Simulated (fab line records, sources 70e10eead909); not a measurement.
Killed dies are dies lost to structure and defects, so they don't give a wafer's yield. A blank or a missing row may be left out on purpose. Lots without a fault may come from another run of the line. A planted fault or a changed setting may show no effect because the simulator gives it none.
Chamber matching | flow nand_harc | NHARC_A_CHANNEL_FILL_D2_ALD_02 on ald_hk-03: 4 sister chambers
The step deposits SiO2, target thk 6 nm, pulse time 10 s, ald cycles 60. 14 wafers are shown with their chamber, then 7 later ones without.

WAFERS WITH THEIR CHAMBER
wafer  | chamber | heater_power_w (W) | susceptor_temp_C (C) | precursor_pulse_height_rel
L378.1 | 1       | 482                | 300.17               | 0.995
L378.2 | 0       | 501                | 299.96               | 1.008
L378.5 | 2       | 453                | 299.96               | 0.998
L380.3 | 1       | 483                | 300.00               | 1.052
L380.4 | 2       | 459                | 299.95               | 0.998
L380.6 | 3       | 523                | 300.11               | 1.012
L385.3 | 3       | 523                | 299.73               | 1.016
L385.5 | 1       | 477                | 300.27               | 0.977
L385.6 | 0       | 482                | 300.19               | 1.018
L386.3 | 0       | 481                | 299.64               | 1.001
L386.4 | 2       | 447                | 300.07               | 1.021
L386.5 | 0       | 475                | 299.96               | 0.981
L392.1 | 3       | 522                | 299.95               | 1.005
L392.2 | 1       | 482                | 299.85               | 1.028

SIGNATURES (means of the wafers above)
reading                    | chamber 0 | chamber 1 | chamber 2 | chamber 3 | scatter within a chamber
heater_power_w             | 484.75    | 481.00    | 453.00    | 522.67    | 6.9
susceptor_temp_C           | 299.9375  | 300.0725  | 299.9933  | 299.9300  | 0.184
precursor_pulse_height_rel | 1.00200   | 1.01300   | 1.00567   | 1.01100   | 0.0212
Rule: a wafer's distance from a chamber is the root of the sum, over the readings, of the square of ((its reading less the chamber's mean) divided by the reading's scatter). The wafer belongs to the nearest chamber; if the next one is less than 2 further off, it can't be placed. The scatter: the root of (the sum of the squares of (reading less its chamber's mean) over the shown wafers, divided by (wafers less chambers)).

WAFERS WITHOUT THEIR CHAMBER
wafer  | heater_power_w (W) | susceptor_temp_C (C) | precursor_pulse_height_rel
L392.3 | 451                | 299.78               | 0.987
L393.4 | 497                | 299.70               | 0.976
L393.5 | 482                | 299.82               | 0.987
L393.6 | 438                | 299.83               | 1.000
L396.4 | 486                | 299.99               | 0.988
L396.5 | 491                | 299.87               | 0.965
L396.6 | 446                | 299.85               | 1.002

WHICH CHAMBER EACH WENT THROUGH
wafer  | from the rows above          | in truth
L392.3 | 2                            | 2
L393.4 | can't be placed: 0 or 1 or 3 | 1
L393.5 | can't be placed: 0 or 1      | 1
L393.6 | 2                            | 2
L396.4 | can't be placed: 0 or 1      | 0
L396.5 | can't be placed: 0 or 1      | 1
L396.6 | 2                            | 2
Placed correctly: 3 of 7. Can't be placed from these rows: 4 (the true chamber is among the candidates in 4). Placed wrongly: 0.
